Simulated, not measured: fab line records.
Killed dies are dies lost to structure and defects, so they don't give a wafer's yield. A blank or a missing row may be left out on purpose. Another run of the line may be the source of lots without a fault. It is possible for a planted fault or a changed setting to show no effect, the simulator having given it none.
Which tool did it? + flow nand harc + 12 lots, 36 wafers sampled, at 5 steps of a route of 1159

WHAT THE GAUGES READ, wafer by wafer
NHARC_END_SORT_01. Usual: defect limited yield 95.3 %, standard deviation 1.5; killed at array 28, standard deviation 10; killed at other 0.6, standard deviation 1.1; killed at periphery 3.6, standard deviation 2.6; killed dies 32, standard deviation 10; killed open 3.3, standard deviation 1.8; killed short 1.9, standard deviation 1.4; sort_bin_2_pct 1.5 %, standard deviation 0.61; sort_bin_3_pct 0.27 %, standard deviation 0.2; sort_bin_4_pct 3.0 %, standard deviation 1; sort n pass 645, standard deviation 10; sort rim yield pct 97.3 %, standard deviation 1.9; sort yield pct 95.3 %, standard deviation 1.5.
| lot  | measured     | on        | defect limited yield (%) | killed at array | killed at other | killed at periphery | killed dies | killed open | killed short | sort_bin_2_pct (%) | sort_bin_3_pct (%) | sort_bin_4_pct (%) | sort n pass | sort rim yield pct (%) | sort yield pct (%) | flag |
|------|--------------|-----------|--------------------------|-----------------|-----------------|---------------------|-------------|-------------|--------------|--------------------|--------------------|--------------------|-------------|------------------------|--------------------|------|
| L384 | day 21 13:19 | prober-01 | 97.8 95.6 96.6           | 12 27 16        | 0 3 3           | 3 0 4               | 15 30 23    | 3 6 3       | 1 2 4        | 0.7 2.1 0.9        | 0.30 0 0.30        | 1.2 2.4 2.2        | 662 647 654 | 99.1 94.3 98.1         | 97.8 95.6 96.6     |      |
| L385 | day 23 06:19 | prober-01 | 97.6 97.2 96.8           | 11 17 18        | 0 0 0           | 5 2 4               | 16 19 22    | 3 4 1       | 2 4 0        | 0.1 0.7 0.6        | 0.15 0.15 0.30     | 2.1 1.9 2.4        | 661 658 655 | 99.1 95.3 98.1         | 97.6 97.2 96.8     |      |
| L396 | day 24 19:20 | prober-02 | 0 0 0                    | 41 50 38        | 621 621 631     | 15 6 8              | 677 677 677 | 1 3 1       | 3 2 4        | 93.4 94.7 95.6     | 0.59 0.59 0.44     | 6.1 4.7 4.0        | 0 0 0       | 0 0 0                  | 0 0 0              | OFF  |
| L397 | day 25 03:16 | prober-01 | 0 0 0                    | 20 17 17        | 653 657 655     | 4 3 5               | 677 677 677 | 6 3 3       | 4 1 2        | 97.9 97.6 97.5     | 0 0.15 0           | 2.1 2.2 2.5        | 0 0 0       | 0 0 0                  | 0 0 0              | OFF  |

WHICH TOOL RAN EACH LOT (tool, then ch and the chambers of the sampled wafers, then the start)
| lot  | NHARC_A_BONDPAD_CMP_29        | NHARC_A_BONDPAD_ETCH_12                       | NHARC_A_BONDPAD_ETCH_24                       | NHARC_THIN_TSV_ECD_20          |
|------|-------------------------------|-----------------------------------------------|-----------------------------------------------|--------------------------------|
| L376 | cmp-04 ch 1,2,3, day 18 05:38 | rie diel-09 ch 0,1, day 19 00:26 or earlier   | rie diel-09 ch 0,2,3, day 19 00:26 or earlier | ecd cu-02 ch 0,1, day 19 00:26 |
| L375 | cmp-01 ch 0,1, day 18 06:10   | rie diel-04 ch 0,1,2, day 19 07:00 or earlier | rie diel-09 ch 0,2,3, day 19 07:00 or earlier | ecd cu-01 ch 0,1, day 19 07:00 |
| L378 | cmp-04 ch 0,2,3, day 18 14:14 | rie diel-09 ch 2,3, day 19 13:51 or earlier   | rie diel-09 ch 1,2, day 19 13:51 or earlier   | ecd cu-01 ch 0,1, day 19 13:51 |
| L382 | cmp-04 ch 0,2, day 19 11:35   | rie diel-04 ch 2,3, day 20 07:47 or earlier   | rie diel-09 ch 0,2,3, day 20 07:47 or earlier | ecd cu-01 ch 1, day 20 07:47   |
| L384 | cmp-04 ch 1,2,3, day 20 05:32 | rie diel-09 ch 1,2,3, day 21 00:52 or earlier | rie diel-09 ch 0,1,3, day 21 00:52 or earlier | ecd cu-02 ch 0,1, day 21 00:52 |
| L383 | cmp-01 ch 0,1,2, day 20 10:59 | rie diel-07 ch 1,2,3, day 21 13:35 or earlier | rie diel-09 ch 0,1,2, day 21 13:35 or earlier | ecd cu-01 ch 0,1, day 21 13:35 |
| L380 | cmp-01 ch 1,2,3, day 20 15:01 | rie diel-09 ch 0,1,2, day 21 12:29 or earlier | rie diel-09 ch 0,3, day 21 12:29 or earlier   | ecd cu-02 ch 0,1, day 21 12:29 |
| L388 | cmp-04 ch 1,2,3, day 21 23:32 | rie diel-09 ch 2,3, day 22 19:01 or earlier   | rie diel-09 ch 2,3, day 22 19:01 or earlier   | ecd cu-01 ch 0,1, day 22 19:01 |
| L385 | cmp-01 ch 0,1,2, day 22 00:19 | rie diel-04 ch 0,1,2, day 22 20:20 or earlier | rie diel-04 ch 0,1,3, day 22 20:20 or earlier | ecd cu-02 ch 0,1, day 22 20:20 |
| L391 | cmp-04 ch 0,1, day 22 00:42   | rie diel-09 ch 0,1, day 22 21:38 or earlier   | rie diel-09 ch 0,1,2, day 22 21:38 or earlier | ecd cu-01 ch 0,1, day 22 21:38 |
| L396 | cmp-04 ch 1,2,3, day 23 08:09 | rie diel-04 ch 0,3, day 24 05:28 or earlier   | rie diel-09 ch 1,2,3, day 24 05:28 or earlier | ecd cu-02 ch 0,1, day 24 05:28 |
| L397 | cmp-01 ch 1,2,3, day 23 17:58 | rie diel-09 ch 2,3, day 24 14:31 or earlier   | rie diel-04 ch 0,3, day 24 14:31 or earlier   | ecd cu-02 ch 0,1, day 24 14:31 |
- NHARC_A_BONDPAD_CMP_29: polishes SiCN, target thk 200 nm.
- NHARC_A_BONDPAD_ETCH_12: etches the open film in CHF3/O2, target depth 220 nm, time 110 s.
- NHARC_A_BONDPAD_ETCH_24: etches the open film in CF4/N2, target depth 30 nm, time 72.99 s.
- NHARC_THIN_TSV_ECD_20: material Cu, target thk 2000 nm.

WHAT THE TOOLS THEMSELVES READ (means of the sampled wafers that have a number; where no wafer has one, the mark that the record gives instead)
NHARC_A_BONDPAD_CMP_29. Usual: motor current A 12.2 A, standard deviation 1.2; retaining ring pressure frac 1.000, standard deviation 0.0045.
| lot  | tool   | motor current A (A) | retaining ring pressure frac | flag |
|------|--------|---------------------|------------------------------|------|
| L376 | cmp-04 | 11.3                | 0.999                        |      |
| L375 | cmp-01 | 11.7                | 1.005                        |      |
| L378 | cmp-04 | 12.2                | 1.003                        |      |
| L382 | cmp-04 | 13.4                | 1.004                        |      |
| L384 | cmp-04 | 11.4                | 1.000                        |      |
| L383 | cmp-01 | 12.3                | 0.998                        |      |
| L380 | cmp-01 | 12.1                | 1.001                        |      |
| L388 | cmp-04 | 11.4                | 0.999                        |      |
| L385 | cmp-01 | 12.1                | 0.999                        |      |
| L391 | cmp-04 | 13.0                | 1.000                        |      |
| L396 | cmp-04 | 11.3                | 1.000                        |      |
| L397 | cmp-01 | 12.6                | 1.001                        |      |

NHARC_A_BONDPAD_ETCH_12. Usual: drypump motor current A 5.7 A, standard deviation 0.43; oes product au 0.956 a.u., standard deviation 0.028; rf vpp V 368.9 V, standard deviation 2; showerhead plenum p Torr 2.33 Torr, standard deviation 0.08; throttle valve pct 20.572 %, standard deviation 0.0096.
| lot  | tool        | drypump motor current A (A) | oes product au (a.u.) | rf vpp V (V) | showerhead plenum p Torr (Torr) | throttle valve pct (%) | flag |
|------|-------------|-----------------------------|-----------------------|--------------|---------------------------------|------------------------|------|
| L376 | rie diel-09 | 6.0                         | 0.931                 | 367.9        | 2.27                            | 20.576                 |      |
| L375 | rie diel-04 | 5.6                         | 0.920                 | 370.3        | 2.40                            | 20.579                 |      |
| L378 | rie diel-09 | 5.6                         | 0.992                 | 367.9        | 2.29                            | 20.564                 |      |
| L382 | rie diel-04 | 5.6                         | 0.953                 | 372.5        | 2.49                            | 20.573                 |      |
| L384 | rie diel-09 | 5.9                         | 0.968                 | 368.7        | 2.28                            | 20.577                 |      |
| L383 | rie diel-07 | 5.5                         | 0.916                 | 370.6        | 2.39                            | 20.573                 |      |
| L380 | rie diel-09 | 5.7                         | 0.985                 | 367.7        | 2.27                            | 20.574                 |      |
| L388 | rie diel-09 | 5.7                         | 0.988                 | 367.8        | 2.31                            | 20.567                 |      |
| L385 | rie diel-04 | 5.6                         | 0.928                 | 370.7        | 2.40                            | 20.579                 |      |
| L391 | rie diel-09 | 6.0                         | 0.979                 | 367.2        | 2.26                            | 20.577                 |      |
| L396 | rie diel-04 | 5.8                         | 0.927                 | 372.0        | 2.41                            | 20.575                 |      |
| L397 | rie diel-09 | 5.6                         | 0.934                 | 368.4        | 2.29                            | 20.571                 |      |

NHARC_A_BONDPAD_ETCH_24. Usual: drypump motor current A 5.7 A, standard deviation 0.41; n2 flow sccm 100.1 sccm, standard deviation 0.32; oes product au 1.010 a.u., standard deviation 0.016; rf vpp V 312.6 V, standard deviation 1.4; showerhead plenum p Torr 2.53 Torr, standard deviation 0.069; throttle valve pct 19.794 %, standard deviation 0.0085.
| lot  | tool        | drypump motor current A (A) | n2 flow sccm (sccm) | oes product au (a.u.) | rf vpp V (V) | showerhead plenum p Torr (Torr) | throttle valve pct (%) | flag |
|------|-------------|-----------------------------|---------------------|-----------------------|--------------|---------------------------------|------------------------|------|
| L376 | rie diel-09 | 5.5                         | 100.2               | 1.000                 | 312.2        | 2.52                            | 19.798                 |      |
| L375 | rie diel-09 | 5.5                         | 100.0               | 1.003                 | 312.3        | 2.52                            | 19.784                 |      |
| L378 | rie diel-09 | 5.7                         | 99.7                | 1.041                 | 311.2        | 2.46                            | 19.799                 |      |
| L382 | rie diel-09 | 5.5                         | 99.8                | 1.013                 | 312.8        | 2.52                            | 19.792                 |      |
| L384 | rie diel-09 | 5.8                         | 100.1               | 1.010                 | 312.9        | 2.51                            | 19.790                 |      |
| L383 | rie diel-09 | 5.7                         | 100.4               | 1.004                 | 311.3        | 2.48                            | 19.800                 |      |
| L380 | rie diel-09 | 5.5                         | 99.8                | 1.001                 | 312.6        | 2.54                            | 19.785                 |      |
| L388 | rie diel-09 | 5.7                         | 100.2               | 1.018                 | 312.6        | 2.52                            | 19.791                 |      |
| L385 | rie diel-04 | 5.5                         | 100.0               | 1.005                 | 315.3        | 2.64                            | 19.789                 |      |
| L391 | rie diel-09 | 5.7                         | 100.2               | 1.007                 | 312.3        | 2.48                            | 19.802                 |      |
| L396 | rie diel-09 | 5.9                         | 100.2               | 1.017                 | 312.6        | 2.49                            | 19.797                 |      |
| L397 | rie diel-04 | 5.8                         | 99.9                | 0.994                 | 314.3        | 2.63                            | 19.791                 |      |

THE ANSWER, worked out from the rows above alone
Rule: a lot is off if the mean of its wafers that have a number lies more than 3 standard deviations from the usual mean. A lot without any number at a reading at which 4 lots or more have one is off too. The other lots that the step has rows for count as sound. After the gauges, taken in route order, come the tools' own readings; for these a lot's mean is taken, as printed above. At the first step where some lot is off, the reading lying furthest off is the one used; lots without a number count as furthest.
Off, at NHARC_END_SORT_01 on killed at other: L396, L397. Neither off nor sound, because the step has no rows for them: L376, L375, L378, L382, L383, L380, L388, L391.
If a tool, at a process step before that reading, ran all the lots that are off and no sound lot after the first of them, it fits. Gauges at NHARC_END_SORT_01: tried the same way as those tools. NHARC_A_BONDPAD_ETCH_12: start missing for some lots; hours and lot order therefore follow NHARC_THIN_TSV_ECD_20. NHARC_A_BONDPAD_ETCH_24: start missing for some lots; hours and lot order therefore follow NHARC_THIN_TSV_ECD_20. One fits: NHARC_THIN_TSV_ECD_20 on ecd cu-02. Its last sound lot is L385 (day 22 20:20), its first lot that is off L396 (day 24 05:28): a fault that began between those two fits.

WHAT THE SIMULATOR HAD PUT IN
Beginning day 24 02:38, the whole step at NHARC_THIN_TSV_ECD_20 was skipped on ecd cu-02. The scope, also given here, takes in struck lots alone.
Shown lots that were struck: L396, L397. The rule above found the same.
